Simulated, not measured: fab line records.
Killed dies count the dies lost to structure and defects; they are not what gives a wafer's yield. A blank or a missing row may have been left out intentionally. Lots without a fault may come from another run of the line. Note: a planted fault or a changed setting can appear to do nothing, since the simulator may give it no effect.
fab line records	flow n5-finfet
record: lots: 13	wafers: 35	last-day: 17
route steps=1938 shown ILD0@340 PAD_METAL@1896 PASSIVATION@1910
lots untouched by any fault: they come from a run of this same line in which no faults occurred
start-h: hours from the record's first day to the start of the lot's first wafer shown	wait-h: hours elapsed since this lot's preceding step	" identical to the entry in the row above	L1.1+2: a row that stands for several wafers	- no value, or no start was given	* or withheld: withheld	< > ~ a bound
route shown NAME@n: a module of which the file shows steps, and the number in the route of the first	usual: the fault-free wafers' mean and standard deviation	same: alike in all rows	chamber/n: place in a boat	sites: the reading at each site	_std_site: standard deviation of those values	_edge_site: mean of outer sites minus mean of inner sites	radius-mm: how far each site lies from the wafer's centre	mask NAME#n: copy n	behind: the most recent tool/chamber to have shaped the wafer	hold: cause of the lot's hold/its duration in hours/its outcome	device: whichever transistor did not switch (one of n, p or np)	end of line: at the end of the route, the tests of the same wafers	for a step that has no rows: nothing shown but its recipe	killed: dies that structure and defects cost at the first sort, which is not the same as the wafer's yield	map: a wafer's dies, marking killed ones x, the rest . and places with no die _
set.NAME: setting as actually run; set.NAME@STEP: the setting as run at that earlier step	model.NAME: the simulator's own value behind a step, which no gauge read
the route's steps for a sample of lots (tables are steps, rows are wafers)
services: a tool's chamber out of use, with start hour (start-h, from the record's first day; less than 0 if before it), hours out, and reason
== steps ==
step: N5_ILD0_CMP_07
recipe: stop-on: poly-Si	material: SiO2_flowable	t-overpolish-s: 1.18	post-cmp-clean: alkaline-brush	down-force-psi: 4.1491	platen-rpm: 51.796	pad-velocity-m-s: 1.0306	target-thk-nm: 138.88
usual: motor-current-A: 12.2/0.99	slurry-filter-dp-kPa: 13.50/0.14
lot.wafer	tool	chamber	start-h	wait-h	motor-current-A	slurry-filter-dp-kPa
L261.4	cmp-04	3	68.31	0.0	12.8	13.73
L261.1	"	0	"	"	11.6	13.55
L261.6	"	3	"	"	12.8	13.47
L262.2	cmp-03	0	71.47	0.0	12.1	13.44
L262.1	"	2	"	"	13.1	13.54
L264.1	cmp-03	2	80.29	0.3	12.6	13.48
L264.4	"	1	"	"	10.7	13.45
L264.5	"	3	"	"	11.3	13.42
L265.1	cmp-03	0	83.99	0.1	12.4	13.36
L265.4	"	2	"	"	12.5	13.32
L265.6	"	0	"	"	11.9	13.37
L266.4	cmp-04	3	93.03	0.1	12.8	13.39
L266.5	"	1	"	"	14.0	13.31
L267.5	cmp-04	0	98.37	0.2	12.4	13.50
L267.6	"	1	"	"	13.2	13.78
L269.1	cmp-04	2	110.75	0.1	13.2	13.56
L269.3	"	3	"	"	12.7	13.39
L269.2	"	0	"	"	12.1	13.60
L272.1	cmp-04	3	129.42	0.2	12.6	13.31
L272.4	"	0	"	"	11.9	13.50
L272.6	"	1	"	"	13.8	13.31
L279.1	cmp-03	1	169.70	0.1	10.3	13.46
L279.4	"	2	"	"	12.5	13.69
L279.5	"	0	"	"	11.8	13.54
L280.4	cmp-02	3	173.72	0.0	11.8	13.46
L280.1	"	2	"	"	13.7	13.61
L281.3	cmp-02	3	181.21	0.0	11.2	13.46
L281.6	"	3	"	"	11.5	13.46
L281.5	"	0	"	"	12.4	13.40
L282.1	cmp-02	2	189.35	0.0	12.7	13.60
L282.3	"	0	"	"	13.2	13.63
L282.2	"	1	"	"	11.2	13.41
L283.3	cmp-02	0	195.47	0.1	12.5	13.72
L283.1	"	1	"	"	10.5	13.62
L283.4	"	3	"	"	11.3	13.69
step: N5_PASSIVATION_AL_DEP_21
recipe: material: Al	target-thk-a: 28000	temp-c: 400	time-s: 170	power-w: 30000	chamber-pressure-pa: 0.4	gas: Ar
usual: cathode-dc-power-W: 30000/5.2	susceptor-temp-C: 399.99/0.22	throttle-valve-pct: 30.0/0.84
lot.wafer	tool	chamber	start-h	wait-h	cathode-dc-power-W	susceptor-temp-C	throttle-valve-pct
L261.1	pvd-sputter-03	-	267.09	0.1	30010	400.23	31.4
L261.4	"	-	"	"	29999	400.01	30.0
L261.6	"	-	"	"	30001	400.18	29.5
L264.1	pvd-sputter-02	-	287.15	0.1	29995	399.88	28.6
L264.4	"	-	"	"	29994	400.12	30.3
L264.5	"	-	"	"	30008	399.73	28.6
L262.1	pvd-sputter-01	-	287.33	0.1	29997	400.08	30.1
L262.2	"	-	"	"	29996	399.94	31.5
L266.4	pvd-sputter-02	-	300.45	0.1	30000	400.02	30.4
L266.5	"	-	"	"	29996	400.27	29.4
L265.1	pvd-sputter-03	-	300.53	0.1	29997	399.81	29.5
L265.4	"	-	"	"	30002	400.33	30.1
L265.6	"	-	"	"	30003	400.05	29.9
L269.1	pvd-sputter-02	-	317.24	0.1	29995	400.09	30.2
L269.2	"	-	"	"	30001	400.48	29.6
L269.3	"	-	"	"	29997	400.17	28.5
L267.5	pvd-sputter-03	-	317.89	0.1	29994	400.00	29.5
L267.6	"	-	"	"	30012	399.93	31.1
L272.1	pvd-sputter-03	-	325.87	0.1	29995	399.62	29.5
L272.4	"	-	"	"	29998	400.41	29.8
L272.6	"	-	"	"	29995	400.15	29.5
L279.1	pvd-sputter-03	-	390.26	0.1	30000	400.38	31.5
L279.4	"	-	"	"	30002	400.16	29.7
L279.5	"	-	"	"	30004	400.18	30.0
L280.1	pvd-sputter-02	-	393.37	0.1	29991	400.39	28.3
L280.4	"	-	"	"	30005	400.28	30.0
L281.3	pvd-sputter-01	-	397.36	0.1	29997	400.01	28.7
L281.5	"	-	"	"	30000	399.78	29.8
L281.6	"	-	"	"	30004	400.18	29.0
L282.1	pvd-sputter-03	-	402.77	0.1	29995	399.89	31.0
L282.2	"	-	"	"	30004	399.69	29.8
L282.3	"	-	"	"	30001	400.40	29.4
L283.1	pvd-sputter-03	-	413.62	0.1	29999	399.45	31.5
L283.3	"	-	"	"	30000	399.99	30.1
L283.4	"	-	"	"	29998	399.70	29.8
step: N5_PASSIVATION_ETCH_59
recipe: chemistry: Cl2/BCl3	target: TaN	target-depth-a: 650	time-s: 34.9	ion-energy-ev: 100	pressure-mtorr: 10	icp-w: 900	bias-w: 100	Cl2_flow_sccm: 60	bcl3-flow-sccm: 30
usual: drypump-motor-current-A: 5.9/0.47	he-backside-leak-sccm: 3.34/0.19	oes-product-au: 0.82/0.083	throttle-valve-pct: 21.1/0.32
lot.wafer	tool	chamber	start-h	wait-h	drypump-motor-current-A	he-backside-leak-sccm	oes-product-au	rf-hours-counter-h	throttle-valve-pct
L261.1	rie-metal-01	0	268.45	0.3	6.4	3.19	0.88	14	20.9
L261.4	"	1	"	"	6.1	3.38	0.91	-	21.6
L261.6	"	1	"	"	6.1	3.45	0.91	-	21.6
L264.1	rie-metal-02	1	288.32	0.3	6.4	3.36	0.62	118	21.0
L264.4	"	1	"	"	6.4	3.60	0.63	-	21.0
L264.5	"	0	"	"	5.2	3.20	0.72	-	21.3
L262.1	rie-metal-03	1	288.56	0.3	5.6	3.29	0.93	7	21.0
L262.2	"	0	"	"	5.3	3.59	0.73	62	20.8
L266.4	rie-metal-03	0	301.55	0.2	5.3	3.61	0.72	-	20.8
L266.5	"	0	"	"	5.3	3.68	0.73	-	20.8
L265.1	rie-metal-02	0	302.11	0.7	5.2	3.39	0.72	58	21.3
L265.4	"	0	"	"	5.2	3.21	0.72	-	21.3
L265.6	"	0	"	"	5.2	3.34	0.72	-	21.3
L269.1	rie-metal-01	1	318.41	0.3	6.1	3.25	0.88	9	21.6
L269.2	"	0	"	"	6.4	3.22	0.86	19	20.9
L269.3	"	0	"	"	6.4	3.14	0.85	-	20.9
L267.5	rie-metal-01	0	319.05	0.1	6.4	3.08	0.86	-	20.9
L267.6	"	1	"	"	6.1	3.44	0.88	-	21.6
L272.1	rie-metal-03	0	327.01	0.3	5.3	3.57	0.72	65	20.8
L272.4	"	1	"	"	5.6	3.42	0.90	-	21.0
L272.6	"	1	"	"	5.6	3.31	0.90	-	21.0
L279.1	rie-metal-03	1	391.31	0.3	5.7	3.36	0.87	16	21.0
L279.4	"	1	"	"	5.6	3.37	0.88	-	21.0
L279.5	"	0	"	"	5.3	3.62	0.70	-	20.8
L280.1	rie-metal-03	0	394.50	0.3	5.3	3.66	0.70	71	20.8
L280.4	"	1	"	"	5.6	3.47	0.87	-	21.0
L281.3	rie-metal-01	1	398.49	0.2	6.1	3.49	0.85	-	21.6
L281.5	"	0	"	"	6.4	3.12	0.84	-	20.9
L281.6	"	1	"	"	6.1	3.42	0.85	-	21.6
L282.1	rie-metal-02	0	403.95	0.4	5.3	3.28	0.70	68	21.4
L282.2	"	1	"	"	6.3	3.64	0.89	8	20.6
L282.3	"	1	"	"	6.3	3.76	0.89	-	20.6
L283.1	rie-metal-02	1	414.67	0.3	6.3	3.58	0.88	10	20.6
L283.3	"	1	"	"	6.3	3.36	0.87	-	20.6
L283.4	"	0	"	"	5.2	3.05	0.68	-	21.4
step: N5_PASSIVATION_PROBE_49
usual: defect-limited-yield: 91.4/1.4	killed_at_M0_to_M3: 32/10	killed_at_M4_up: 13/5.6	killed-at-contacts: 13/6.6	killed-at-front-end: 39/13	killed-at-other: 3.4/2.8	killed-dies: 101/17	killed-on-rim: 14/4.5	killed-open: 66/13	killed-short: 33/7	sort_bin_5_function: 5.0/0.93	sort_bin_6_memory: 3.2/0.65	sort_bin_8_speed: 0.01/0.16	sort-n-pass: 1078/17	sort-yield-pct: 91.4/1.4
same: gross-dies: 1180	killed-at-back-side: 0	sort_bin_4_leakage[%]: 0
lot.wafer	tool	chamber	start-h	wait-h	defect-limited-yield[%]	killed_at_M0_to_M3	killed_at_M4_up	killed-at-contacts	killed-at-front-end	killed-at-other	killed-dies	killed-on-rim	killed-open	killed-short	sort_bin_5_function[%]	sort_bin_6_memory[%]	sort_bin_8_speed[%]	sort-n-pass	sort-yield-pct[%]
L272.1	prober-02	-	332.17	0.0	92.8	16	13	10	44	2	85	8	56	29	3.6	3.6	0	1095	92.8
L272.4	prober-02	-	332.32	0.2	57.7	21	6	22	444	6	499	70	62	21	24.9	15.3	0	681	57.7
L272.6	prober-02	-	332.42	0.3	91.6	27	14	26	29	3	99	10	65	34	4.9	3.0	0	1081	91.6
killed by level:class
L272.1 FIN_SAQP:geometric-particle:open=13 FIN_SAQP:geometric-particle:short=10 MOL_CONTACT_COAG:geometric-particle:open=9 STI_FIN_REVEAL:geometric-particle:open=5 DUMMY_GATE:geometric-particle:open=4 BEOL_M4:geometric-particle:open=4 BEOL_M2:geometric-particle:open=3 BEOL_M7:geometric-particle:open=3
L272.4 ILD0:unspecified=416 MOL_CONTACT_COAG:geometric-particle:open=18 FIN_SAQP:geometric-particle:short=8 FIN_SAQP:geometric-particle:open=6 BEOL_M1:geometric-particle:open=5 BEOL_M0:geometric-particle:open=5 BEOL_M2:geometric-particle:open=5 DUMMY_GATE:geometric-particle:open=4
L272.6 MOL_CONTACT_COAG:geometric-particle:open=22 FIN_SAQP:geometric-particle:short=8 BEOL_M0:geometric-particle:open=7 BEOL_M4:geometric-particle:open=7 GATE_CUT:geometric-particle:short=6 BEOL_M1:geometric-particle:open=5 FIN_SAQP:geometric-particle:open=4 MOL_CONTACT_COAG:geometric-particle:short=4
== services ==
tool	chamber	start-h	hours	kind
cmp-02	-	59.26	1.4	repair
cmp-04	-	74.86	1.9	repair
cmp-03	-	75.40	4.4	repair
cmp-04	-	78.16	2.5	repair
cmp-02	-	110.68	3.0	pm
cmp-02	-	114.91	4.0	pm
cmp-03	-	118.78	4.4	repair
cmp-02	-	129.56	1.4	repair
cmp-03	-	133.94	0.5	repair
cmp-02	-	138.64	11.5	pm
cmp-04	-	155.42	1.0	repair
cmp-04	-	168.17	2.5	repair
cmp-03	-	191.27	3.8	pm
cmp-04	-	192.83	4.0	pm
cmp-02	-	202.87	2.0	repair
cmp-02	-	206.73	0.7	repair
rie-metal-03	-	209.05	0.9	repair
rie-metal-01	-	212.60	14.6	pm
cmp-04	-	217.89	0.3	repair
rie-metal-03	1	241.33	9.7	repair
rie-metal-02	-	259.26	2.8	pm
rie-metal-03	-	321.59	2.8	pm
cmp-04	-	335.97	15.1	pm
cmp-04	-	397.37	17.6	repair
== key ==
first-sign: step: N5_PASSIVATION_PROBE_49	reading: killed-at-front-end	direction: up	sigmas: 32	usual: 39	struck: 444
effect: step: N5_PASSIVATION_PROBE_49	reading: killed-dies	direction: up	sigmas: 24	usual: 101	struck: 499
more-kills-born-at: N5_ILD0_CMP_07@cmp-04: 416
met-at N5_ILD0_CMP_07
struck-lots L272
struck-wafers L272.4
not-acting-at N5_PASSIVATION_AL_DEP_21,N5_PASSIVATION_ETCH_59
onset-between 110.75 129.42
fault: kind: chamber-particle-source	tool: cmp-04	chamber: 0	onset-h: 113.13	steps: N5_ILD0_CMP_07	rate-per-visit-cm2: 0.80598	end-h: 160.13
